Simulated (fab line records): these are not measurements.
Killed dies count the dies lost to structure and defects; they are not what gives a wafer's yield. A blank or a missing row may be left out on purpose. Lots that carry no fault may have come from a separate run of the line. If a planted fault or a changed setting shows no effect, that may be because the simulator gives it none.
Chamber matching :: flow n5-finfet :: 4 sister chambers for N5_HKMG_FIN_ALD_36 on ald-metal-03
The step deposits TiN, target thk 1 nm, pulse time 1 s, purge time 3 s. 16 wafers are shown with their chamber, then 8 later ones without.

WAFERS WITH THEIR CHAMBER
wafer: L074.2
chamber: 2
heater-power-w (W): 910
precursor-pulse-height-rel: 1.017

wafer: L074.3
chamber: 0
heater-power-w (W): 1071
precursor-pulse-height-rel: 0.988

wafer: L074.5
chamber: 2
heater-power-w (W): 903
precursor-pulse-height-rel: 0.984

wafer: L075.3
chamber: 2
heater-power-w (W): 893
precursor-pulse-height-rel: 1.011

wafer: L075.4
chamber: 1
heater-power-w (W): 807
precursor-pulse-height-rel: 0.993

wafer: L075.6
chamber: 1
heater-power-w (W): 796
precursor-pulse-height-rel: 0.979

wafer: L077.1
chamber: 3
heater-power-w (W): 980
precursor-pulse-height-rel: 1.007

wafer: L077.3
chamber: 2
heater-power-w (W): 911
precursor-pulse-height-rel: 0.997

wafer: L077.4
chamber: 1
heater-power-w (W): 808
precursor-pulse-height-rel: 0.983

wafer: L086.2
chamber: 3
heater-power-w (W): 954
precursor-pulse-height-rel: 1.033

wafer: L086.3
chamber: 1
heater-power-w (W): 822
precursor-pulse-height-rel: 0.996

wafer: L086.5
chamber: 0
heater-power-w (W): 1079
precursor-pulse-height-rel: 0.983

wafer: L089.4
chamber: 3
heater-power-w (W): 936
precursor-pulse-height-rel: 1.037

wafer: L089.5
chamber: 3
heater-power-w (W): 972
precursor-pulse-height-rel: 0.989

wafer: L089.6
chamber: 2
heater-power-w (W): 878
precursor-pulse-height-rel: 0.992

wafer: L092.1
chamber: 1
heater-power-w (W): 804
precursor-pulse-height-rel: 1.045

SIGNATURES (means of the wafers above)
reading: heater-power-w
chamber 0: 1075.00
chamber 1: 807.40
chamber 2: 899.00
chamber 3: 960.50
scatter within a chamber: 13.8

reading: precursor-pulse-height-rel
chamber 0: 0.98550
chamber 1: 0.99920
chamber 2: 1.00020
chamber 3: 1.01650
scatter within a chamber: 0.0206
Rule: a wafer's distance from a chamber is the root of the sum, over the readings, of the square of ((its reading less the chamber's mean) divided by the reading's scatter). The wafer belongs to the nearest chamber; if the next one is less than 2 further off, it can't be placed. The scatter: take each reading less its chamber's mean, square it, sum over the shown wafers, divide by the number of wafers less the number of chambers, and take the root.

WAFERS WITH NO CHAMBER GIVEN
wafer: L092.2
heater-power-w (W): 1089
precursor-pulse-height-rel: 0.987

wafer: L092.3
heater-power-w (W): 892
precursor-pulse-height-rel: 1.015

wafer: L093.1
heater-power-w (W): 824
precursor-pulse-height-rel: 1.032

wafer: L093.2
heater-power-w (W): 889
precursor-pulse-height-rel: 1.042

wafer: L093.3
heater-power-w (W): 1102
precursor-pulse-height-rel: 1.002

wafer: L094.2
heater-power-w (W): 1117
precursor-pulse-height-rel: 1.014

wafer: L094.4
heater-power-w (W): 808
precursor-pulse-height-rel: 1.024

wafer: L094.5
heater-power-w (W): 913
precursor-pulse-height-rel: 0.996

WHICH CHAMBER EACH WENT THROUGH
wafer: L092.2
from the rows above: 0
in truth: 0

wafer: L092.3
from the rows above: 2
in truth: 2

wafer: L093.1
from the rows above: 1
in truth: 1

wafer: L093.2
from the rows above: 2
in truth: 2

wafer: L093.3
from the rows above: 0
in truth: 0

wafer: L094.2
from the rows above: 0
in truth: 0

wafer: L094.4
from the rows above: 1
in truth: 1

wafer: L094.5
from the rows above: 2
in truth: 2
Placed correctly: 8 of 8. Number that these rows cannot place: 0. Placed wrongly: 0.
